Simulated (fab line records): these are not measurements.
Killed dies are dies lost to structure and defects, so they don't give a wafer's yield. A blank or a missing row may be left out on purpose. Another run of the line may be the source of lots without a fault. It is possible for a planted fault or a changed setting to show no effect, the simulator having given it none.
Matching of chambers + flow n5Finfet + rieDiel-01 running N5_BEOL_M0_SAQP_ETCH_101: 4 sister chambers
The step etches SiNx in CH3F/O2, target depth 29.9 nm, time 42.7 s. 18 wafers are shown with their chamber, then 9 later ones without.

## EACH WAFER AND ITS CHAMBER
| wafer  | chamber | showerheadPlenumPTorr (Torr) | drypumpMotorCurrentA (A) | throttleValvePct (%) |
|--------|---------|------------------------------|--------------------------|----------------------|
| L074.2 | 3       | 1.99                         | 5.7                      | 16.44                |
| L074.3 | 2       | 1.94                         | 5.9                      | 16.23                |
| L074.6 | 3       | 1.99                         | 5.7                      | 16.44                |
| L075.1 | 2       | 1.94                         | 5.8                      | 16.21                |
| L075.4 | 3       | 1.99                         | 5.7                      | 16.46                |
| L075.6 | 2       | 1.94                         | 5.9                      | 16.23                |
| L080.1 | 1       | 1.90                         | 6.4                      | 16.55                |
| L080.4 | 2       | 1.94                         | 5.9                      | 16.25                |
| L080.5 | 1       | 1.90                         | 6.4                      | 16.53                |
| L083.3 | 2       | 1.94                         | 5.9                      | 16.26                |
| L083.4 | 1       | 1.90                         | 6.4                      | 16.56                |
| L083.6 | 1       | 1.90                         | 6.4                      | 16.57                |
| L084.2 | 2       | 1.94                         | 5.9                      | 16.26                |
| L084.3 | 1       | 1.90                         | 6.4                      | 16.56                |
| L084.5 | 1       | 1.90                         | 6.4                      | 16.55                |
| L088.1 | 2       | 1.94                         | 5.9                      | 16.27                |
| L088.2 | 1       | 1.89                         | 6.4                      | 16.57                |
| L088.4 | 0       | 2.02                         | 5.3                      | 16.29                |

SIGNATURES (averages over the wafers above)
| reading               | chamber 0 | chamber 1 | chamber 2 | chamber 3 | scatter within a chamber |
|-----------------------|-----------|-----------|-----------|-----------|--------------------------|
| showerheadPlenumPTorr | 2.0200    | 1.8986    | 1.9400    | 1.9900    | 0.00247                  |
| drypumpMotorCurrentA  | 5.300     | 6.400     | 5.886     | 5.700     | 0.0247                   |
| throttleValvePct      | 16.2900   | 16.5557   | 16.2443   | 16.4467   | 0.0173                   |
Rule: a wafer's distance from a chamber is the root of the sum, over the readings, of the square of ((its reading less the chamber's mean) divided by the reading's scatter). The wafer belongs to the nearest chamber; if the next one is less than 2 further off, it can't be placed. The scatter is the square root of a quotient: the sum, over the shown wafers, of each reading's squared deviation from its chamber's mean, divided by wafers minus chambers.

## WAFERS MISSING THEIR CHAMBER
| wafer  | showerheadPlenumPTorr (Torr) | drypumpMotorCurrentA (A) | throttleValvePct (%) |
|--------|------------------------------|--------------------------|----------------------|
| L092.1 | 1.93                         | 5.9                      | 16.28                |
| L092.2 | 1.98                         | 5.7                      | 16.51                |
| L092.4 | 2.02                         | 5.3                      | 16.31                |
| L094.1 | 2.01                         | 5.3                      | 16.32                |
| L094.3 | 1.89                         | 6.4                      | 16.61                |
| L094.4 | 1.98                         | 5.8                      | 16.53                |
| L095.3 | 1.89                         | 6.4                      | 16.60                |
| L095.4 | 2.01                         | 5.3                      | 16.33                |
| L095.6 | 1.93                         | 5.8                      | 16.31                |

## CHAMBER TAKEN BY EACH
| wafer  | from the rows above | in truth |
|--------|---------------------|----------|
| L092.1 | 2                   | 2        |
| L092.2 | 3                   | 3        |
| L092.4 | 0                   | 0        |
| L094.1 | 0                   | 0        |
| L094.3 | 1                   | 1        |
| L094.4 | 3                   | 3        |
| L095.3 | 1                   | 1        |
| L095.4 | 0                   | 0        |
| L095.6 | 2                   | 2        |
9 of 9 placed correctly. From these rows, 0 cannot be placed. Number placed wrongly: 0.
